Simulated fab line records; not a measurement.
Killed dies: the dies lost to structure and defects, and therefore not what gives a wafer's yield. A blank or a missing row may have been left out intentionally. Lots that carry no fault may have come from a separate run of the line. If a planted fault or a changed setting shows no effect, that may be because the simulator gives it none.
Split-lot trial || flow n5_finfet || 7 lots, 21 wafers read, on a route of 1938 steps

== ABOUT THE SPLIT ==
At N5_MIM_TOP_ETCH_ETCH_00 (etches TiN in Cl2/BCl3, target depth 38.5 nm), the setting bias_w was moved away from the recipe's 126 W on 11 of the 21 wafers read, by -17.5% to +16.7%. The other wafers ran this setting at the recipe's value.

Reading taken at the split's own step.

== THE READING ==
MIM_TOP_ETCH.feature_depth_nm (the simulator's own value, which no gauge read), in nm, at N5_MIM_TOP_ETCH_ETCH_00 (etches TiN in Cl2/BCl3, target depth 38.5 nm). No usual value for it is given in the file. Here, 10 wafers ran the recipe; their average is 38.4 nm with a standard deviation of 1.1 nm.

{"wafer": "L077.1", "tool, chamber at the split": "rie_metal-01, 0", "bias_w as run, W": 126, "against the recipe": "recipe", "MIM_TOP_ETCH.feature_depth_nm, nm": 39.4, "against lot-mates on the recipe": "-"}
{"wafer": "L077.2", "tool, chamber at the split": "rie_metal-01, 1", "bias_w as run, W": 126, "against the recipe": "recipe", "MIM_TOP_ETCH.feature_depth_nm, nm": 39.8, "against lot-mates on the recipe": "-"}
{"wafer": "L077.3", "tool, chamber at the split": "rie_metal-01, 1", "bias_w as run, W": 126, "against the recipe": "recipe", "MIM_TOP_ETCH.feature_depth_nm, nm": 39.6, "against lot-mates on the recipe": "-"}
{"wafer": "L082.2", "tool, chamber at the split": "rie_metal-02, 1", "bias_w as run, W": 126, "against the recipe": "recipe", "MIM_TOP_ETCH.feature_depth_nm, nm": 38.6, "against lot-mates on the recipe": "-"}
{"wafer": "L082.3", "tool, chamber at the split": "rie_metal-02, 0", "bias_w as run, W": 119.2, "against the recipe": "-5.4%", "MIM_TOP_ETCH.feature_depth_nm, nm": 36.2, "against lot-mates on the recipe": -2.4}
{"wafer": "L082.6", "tool, chamber at the split": "rie_metal-02, 0", "bias_w as run, W": 119.2, "against the recipe": "-5.4%", "MIM_TOP_ETCH.feature_depth_nm, nm": 36, "against lot-mates on the recipe": -2.6}
{"wafer": "L084.3", "tool, chamber at the split": "rie_metal-02, 0", "bias_w as run, W": 144.2, "against the recipe": "+14.4%", "MIM_TOP_ETCH.feature_depth_nm, nm": 38.4, "against lot-mates on the recipe": "+1.6"}
{"wafer": "L084.5", "tool, chamber at the split": "rie_metal-02, 1", "bias_w as run, W": 144.2, "against the recipe": "+14.4%", "MIM_TOP_ETCH.feature_depth_nm, nm": 39.6, "against lot-mates on the recipe": "+2.8"}
{"wafer": "L084.6", "tool, chamber at the split": "rie_metal-02, 0", "bias_w as run, W": 126, "against the recipe": "recipe", "MIM_TOP_ETCH.feature_depth_nm, nm": 36.8, "against lot-mates on the recipe": "-"}
{"wafer": "L085.1", "tool, chamber at the split": "rie_metal-01, 1", "bias_w as run, W": 147.1, "against the recipe": "+16.7%", "MIM_TOP_ETCH.feature_depth_nm, nm": 41.6, "against lot-mates on the recipe": "+3.0"}
{"wafer": "L085.5", "tool, chamber at the split": "rie_metal-01, 1", "bias_w as run, W": 147.1, "against the recipe": "+16.7%", "MIM_TOP_ETCH.feature_depth_nm, nm": 41.4, "against lot-mates on the recipe": "+2.8"}
{"wafer": "L085.6", "tool, chamber at the split": "rie_metal-01, 0", "bias_w as run, W": 126, "against the recipe": "recipe", "MIM_TOP_ETCH.feature_depth_nm, nm": 38.6, "against lot-mates on the recipe": "-"}
{"wafer": "L087.2", "tool, chamber at the split": "rie_metal-02, 1", "bias_w as run, W": 103.9, "against the recipe": "-17.5%", "MIM_TOP_ETCH.feature_depth_nm, nm": 35.2, "against lot-mates on the recipe": -2.6}
{"wafer": "L087.3", "tool, chamber at the split": "rie_metal-02, 1", "bias_w as run, W": 126, "against the recipe": "recipe", "MIM_TOP_ETCH.feature_depth_nm, nm": 37.8, "against lot-mates on the recipe": "-"}
{"wafer": "L087.6", "tool, chamber at the split": "rie_metal-02, 0", "bias_w as run, W": 103.9, "against the recipe": "-17.5%", "MIM_TOP_ETCH.feature_depth_nm, nm": 34.2, "against lot-mates on the recipe": -3.6}
{"wafer": "L089.2", "tool, chamber at the split": "rie_metal-03, 0", "bias_w as run, W": 145.7, "against the recipe": "+15.6%", "MIM_TOP_ETCH.feature_depth_nm, nm": 41.4, "against lot-mates on the recipe": "+2.0"}
{"wafer": "L089.5", "tool, chamber at the split": "rie_metal-03, 1", "bias_w as run, W": 145.7, "against the recipe": "+15.6%", "MIM_TOP_ETCH.feature_depth_nm, nm": 40.6, "against lot-mates on the recipe": "+1.2"}
{"wafer": "L089.6", "tool, chamber at the split": "rie_metal-03, 0", "bias_w as run, W": 126, "against the recipe": "recipe", "MIM_TOP_ETCH.feature_depth_nm, nm": 39.4, "against lot-mates on the recipe": "-"}
{"wafer": "L093.2", "tool, chamber at the split": "rie_metal-02, 0", "bias_w as run, W": 126, "against the recipe": "recipe", "MIM_TOP_ETCH.feature_depth_nm, nm": 37, "against lot-mates on the recipe": "-"}
{"wafer": "L093.3", "tool, chamber at the split": "rie_metal-02, 1", "bias_w as run, W": 143.9, "against the recipe": "+14.2%", "MIM_TOP_ETCH.feature_depth_nm, nm": 39.8, "against lot-mates on the recipe": "+2.9"}
{"wafer": "L093.6", "tool, chamber at the split": "rie_metal-02, 0", "bias_w as run, W": 126, "against the recipe": "recipe", "MIM_TOP_ETCH.feature_depth_nm, nm": 36.8, "against lot-mates on the recipe": "-"}

THE FIT
A straight line over all 21 wafers: MIM_TOP_ETCH.feature_depth_nm changes by +0.172 nm for each +1% of bias_w; r = +0.85; the points scatter about the line by 1.1 nm.
The same after taking each lot's own level away (the mean of its wafers on the recipe; 21 wafers): +0.173 nm for each +1%; r = +0.94; scatter 0.65 nm.
On that fit, the largest move of bias_w shifts the reading by 3 nm.
The span of the lots' own levels, 36.80 to 39.60 nm, comes to 2.5 times the standard deviation stated above.
The two slopes are in agreement: the lot-to-lot level therefore moves the slope only a little.
Check: for one of the wafers moved furthest among these (-17.5%), held out of the fit, the line's prediction against its lot-mates is -3.51 nm. Against them it came out at -2.6 nm.

== THE OTHER SPLITS THESE WAFERS WENT THROUGH ==
Other splits were also applied to these wafers ahead of the reading. Each is held against what the fit with the lots' levels taken away leaves over:
{"other split on the same wafers": "N5_BEOL_M14_TRENCH_ETCH_34 bias_w", "wafers away from the commonest value": 9, "r with MIM_TOP_ETCH.feature_depth_nm (lot level and that fit taken away)": "+0.20"}
{"other split on the same wafers": "N5_BEOL_M15_COAT_04 spin_rpm", "wafers away from the commonest value": 7, "r with MIM_TOP_ETCH.feature_depth_nm (lot level and that fit taken away)": -0.45}

== THE WHOLE CHAIN: every reading that the file lists as answering this split, in the file's order ==
{"step": "N5_MIM_TOP_ETCH_ETCH_00", "what it does": "etches TiN in Cl2/BCl3, target depth 38.5 nm", "reading": "etch.depth_nm (the simulator's own value, which no gauge read)", "change (the file's fit)": "+0.17 nm for each +1% of the setting", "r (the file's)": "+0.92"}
{"step": "N5_MIM_TOP_ETCH_ETCH_00", "what it does": "etches TiN in Cl2/BCl3, target depth 38.5 nm", "reading": "MIM_TOP_ETCH.feature_depth_nm (the simulator's own value, which no gauge read)", "change (the file's fit)": "+0.169 nm for each +1% of the setting", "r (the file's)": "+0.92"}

== FILE'S OWN FIT ==
MIM_TOP_ETCH.feature_depth_nm changes by +0.169 nm for each +1% of bias_w, r = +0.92.
